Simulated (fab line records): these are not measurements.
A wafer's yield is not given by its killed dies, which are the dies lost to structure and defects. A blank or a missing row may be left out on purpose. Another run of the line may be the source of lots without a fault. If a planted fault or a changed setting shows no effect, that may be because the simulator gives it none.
What tool caused it? / flow nand-harc / 6 lots, 18 wafers sampled, at 4 steps of a route of 1159

== WHAT THE GAUGES SHOWED, per wafer ==
NHARC_P_GATE_CD_MEAS_91 targets a cd of 2000 nm.
lot=L106; measured=day 5 17:32; on=cd-sem-03; cd-nm (nm)=1997.7 1998.2 1997.5
lot=L110; measured=day 6 08:19; on=cd-sem-02; cd-nm (nm)=1999.0 2000.3 1999.0
lot=L111; measured=day 6 20:04; on=cd-sem-03; cd-nm (nm)=1997.6 1996.5 1994.8
lot=L119; measured=day 8 13:41; on=cd-sem-03; cd-nm (nm)=1999.9 2000.8 2000.4
lot=L126; measured=day 10 22:40; on=cd-sem-03; cd-nm (nm)=1997.9 1999.5 1995.6
lot=L127; measured=day 11 06:33; on=cd-sem-01; cd-nm (nm)=1999.8 2002.0 2001.4

== WHAT TOOL EACH LOT RAN ON (gives the tool, then ch and the chambers of the sampled wafers, and finally the start) ==
lot=L106; NHARC_P_GATE_ALD_36=ald-sin-03 ch 1,2,3, day 5 04:11; NHARC_P_GATE_ETCHBACK_37=rie-diel-06 ch 2,3, day 5 17:23 or earlier; NHARC_P_GATE_EXPOSE_88=krf-scanner-04 ch 0, day 5 17:23
lot=L110; NHARC_P_GATE_ALD_36=ald-sin-01 ch 1,2, day 5 18:30; NHARC_P_GATE_ETCHBACK_37=rie-diel-08 ch 1,2,3, day 6 08:09 or earlier; NHARC_P_GATE_EXPOSE_88=krf-scanner-03 ch 0, day 6 08:09
lot=L111; NHARC_P_GATE_ALD_36=ald-sin-03 ch 0,1,2, day 6 09:20; NHARC_P_GATE_ETCHBACK_37=rie-diel-08 ch 0,3, day 6 19:55 or earlier; NHARC_P_GATE_EXPOSE_88=krf-scanner-04 ch 0, day 6 19:55
lot=L119; NHARC_P_GATE_ALD_36=ald-sin-03 ch 1,2, day 7 23:38; NHARC_P_GATE_ETCHBACK_37=rie-diel-08 ch 0,3, day 8 13:31 or earlier; NHARC_P_GATE_EXPOSE_88=krf-scanner-04 ch 0, day 8 13:31
lot=L126; NHARC_P_GATE_ALD_36=ald-sin-01 ch 0,1, day 10 08:26; NHARC_P_GATE_ETCHBACK_37=rie-diel-06 ch 2,3, day 10 22:30 or earlier; NHARC_P_GATE_EXPOSE_88=krf-scanner-04 ch 0, day 10 22:30
lot=L127; NHARC_P_GATE_ALD_36=ald-sin-03 ch 0,2, day 10 15:57; NHARC_P_GATE_ETCHBACK_37=rie-diel-08 ch 0,1, day 11 06:24 or earlier; NHARC_P_GATE_EXPOSE_88=krf-scanner-03 ch 0, day 11 06:24
- NHARC_P_GATE_ALD_36: deposits SiNx, target thk 20 nm, pulse time 60 s, ald cycles 223.
- NHARC_P_GATE_ETCHBACK_37: etches the open film in CHF3/O2, target depth 34.5 nm, time 17.2 s.
- NHARC_P_GATE_EXPOSE_88: exposes mask P HVN, target cd 2000 nm.

== THE ANSWER, worked out from the rows above alone ==
Rule: what is usual is taken from the lots themselves. The widest of any qualifying gaps counts: lots, ordered by their means at a reading, are off when they make up no more than a third of the lots, leave a main group of 4 or more, and stand apart from it by 3 or more times the standard deviation of that group's means. Not used: any main group whose means are identical at the precision the tables above print for the reading. A lot without any number at a reading at which 4 lots or more have one is off too. The other lots that the step has rows for count as sound.
Across all readings shown, no lot is off: no conclusion can be drawn from this.

== WHAT THE SIMULATOR HAD PUT IN ==
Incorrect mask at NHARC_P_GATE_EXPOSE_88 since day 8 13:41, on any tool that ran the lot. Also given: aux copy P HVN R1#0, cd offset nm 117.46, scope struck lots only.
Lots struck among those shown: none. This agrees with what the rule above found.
